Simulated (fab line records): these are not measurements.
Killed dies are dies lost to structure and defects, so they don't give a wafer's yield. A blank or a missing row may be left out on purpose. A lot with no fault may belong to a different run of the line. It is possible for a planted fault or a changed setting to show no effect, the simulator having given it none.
Split-lot experiment :: flow n5-finfet :: on a route of 1938 steps: 7 lots, 21 wafers read

## THE SPLIT ITSELF
At N5_BEOL_M0_ETCH_138 (etches SiCN in CH3F/O2, target depth 12 nm, time 31.6 s), the setting source-w was moved away from the recipe's 395 W on 9 of the 21 wafers read, by -7.3% to +13.0%. For the rest of the wafers, this setting stayed at what the recipe calls for.

The reading is taken at the split's own step.

## THE READING
rf-vpp-V, in V, at N5_BEOL_M0_ETCH_138 (etches SiCN in CH3F/O2, target depth 12 nm, time 31.6 s). Fault-free wafers of this fab line usually give 298.0 V, standard deviation 1.7 V.

wafer: L078.4
tool, chamber at the split: rie-diel-01, 0
source-w as run, W: 446.4
against the recipe: +13.0%
rf-vpp-V, V: 286.9
against lot-mates on the recipe: -8.5

wafer: L078.5
tool, chamber at the split: rie-diel-01, 2
source-w as run, W: 395
against the recipe: recipe
rf-vpp-V, V: 295.4
against lot-mates on the recipe: -

wafer: L078.6
tool, chamber at the split: rie-diel-01, 3
source-w as run, W: 446.4
against the recipe: +13.0%
rf-vpp-V, V: 284.1
against lot-mates on the recipe: -11.3

wafer: L080.1
tool, chamber at the split: rie-diel-01, 3
source-w as run, W: 366.3
against the recipe: -7.3%
rf-vpp-V, V: 303.4
against lot-mates on the recipe: no lot-mate on the recipe

wafer: L080.2
tool, chamber at the split: rie-diel-01, 0
source-w as run, W: 366.3
against the recipe: -7.3%
rf-vpp-V, V: 305.2
against lot-mates on the recipe: no lot-mate on the recipe

wafer: L080.6
tool, chamber at the split: rie-diel-01, 3
source-w as run, W: 366.3
against the recipe: -7.3%
rf-vpp-V, V: 304.2
against lot-mates on the recipe: no lot-mate on the recipe

wafer: L081.1
tool, chamber at the split: rie-diel-02, 1
source-w as run, W: 395
against the recipe: recipe
rf-vpp-V, V: 301.5
against lot-mates on the recipe: -

wafer: L081.3
tool, chamber at the split: rie-diel-02, 0
source-w as run, W: 395
against the recipe: recipe
rf-vpp-V, V: 299.2
against lot-mates on the recipe: -

wafer: L081.5
tool, chamber at the split: rie-diel-02, 0
source-w as run, W: 395
against the recipe: recipe
rf-vpp-V, V: 298.4
against lot-mates on the recipe: -

wafer: L083.1
tool, chamber at the split: rie-diel-02, 2
source-w as run, W: 366.7
against the recipe: -7.2%
rf-vpp-V, V: 304.8
against lot-mates on the recipe: +5.8

wafer: L083.2
tool, chamber at the split: rie-diel-02, 3
source-w as run, W: 395
against the recipe: recipe
rf-vpp-V, V: 299.0
against lot-mates on the recipe: -

wafer: L083.4
tool, chamber at the split: rie-diel-02, 0
source-w as run, W: 366.7
against the recipe: -7.2%
rf-vpp-V, V: 306.8
against lot-mates on the recipe: +7.8

wafer: L084.2
tool, chamber at the split: rie-diel-02, 1
source-w as run, W: 395
against the recipe: recipe
rf-vpp-V, V: 300.4
against lot-mates on the recipe: -

wafer: L084.5
tool, chamber at the split: rie-diel-02, 1
source-w as run, W: 395
against the recipe: recipe
rf-vpp-V, V: 300.3
against lot-mates on the recipe: -

wafer: L084.6
tool, chamber at the split: rie-diel-02, 2
source-w as run, W: 395
against the recipe: recipe
rf-vpp-V, V: 298.3
against lot-mates on the recipe: -

wafer: L088.1
tool, chamber at the split: rie-diel-01, 1
source-w as run, W: 444.4
against the recipe: +12.5%
rf-vpp-V, V: 288.2
against lot-mates on the recipe: -8.3

wafer: L088.3
tool, chamber at the split: rie-diel-01, 0
source-w as run, W: 395
against the recipe: recipe
rf-vpp-V, V: 296.5
against lot-mates on the recipe: -

wafer: L088.4
tool, chamber at the split: rie-diel-01, 3
source-w as run, W: 444.4
against the recipe: +12.5%
rf-vpp-V, V: 284.1
against lot-mates on the recipe: -12.4

wafer: L091.1
tool, chamber at the split: rie-diel-02, 2
source-w as run, W: 395
against the recipe: recipe
rf-vpp-V, V: 298.3
against lot-mates on the recipe: -

wafer: L091.4
tool, chamber at the split: rie-diel-02, 1
source-w as run, W: 395
against the recipe: recipe
rf-vpp-V, V: 299.2
against lot-mates on the recipe: -

wafer: L091.6
tool, chamber at the split: rie-diel-02, 3
source-w as run, W: 395
against the recipe: recipe
rf-vpp-V, V: 299.7
against lot-mates on the recipe: -

FIT RESULTS
A straight line over all 21 wafers: rf-vpp-V changes by -0.961 V for each +1% of source-w; r = -0.97; the points scatter about the line by 1.7 V.
The same after taking each lot's own level away (the mean of its wafers on the recipe; 18 wafers): -0.823 V for each +1%; r = -0.97; scatter 1.3 V.
Per that fit: largest source-w move, reading shift of 11 V.
The span of the lots' own levels, 295.40 to 299.70 V, comes to 2.5 times the standard deviation stated above.
Hence the slope depends on the lot-to-lot level, as the two fits are not the same.
Check: for one of the wafers moved furthest among these (+13.0%), held out of the fit, the line's prediction against its lot-mates is -11.1 V. It came out at -8.5 V against them.
Tool readings at the split's step, against how far the setting was moved: rf-vpp-V r = -0.97.

## THESE WAFERS: OTHER SPLITS
These wafers also went through other splits before the reading. Each is held against what the fit with the lots' levels taken away leaves over:
other split on the same wafers: N5_BEOL_M0_SAQP_PECVD_04 time-s
wafers away from the commonest value: 4
r with rf-vpp-V (lot level and that fit taken away): +0.02

other split on the same wafers: N5_BEOL_M0_SAQP_ETCH_107 bias-w
wafers away from the commonest value: 12
r with rf-vpp-V (lot level and that fit taken away): +0.21

other split on the same wafers: N5_BEOL_M0_SAQP_SPACER2_ALD_26 target-thk-a
wafers away from the commonest value: 7
r with rf-vpp-V (lot level and that fit taken away): -0.37

## THE FILE'S OWN FIT
rf-vpp-V changes by -0.812 V for each +1% of source-w, r = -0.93.
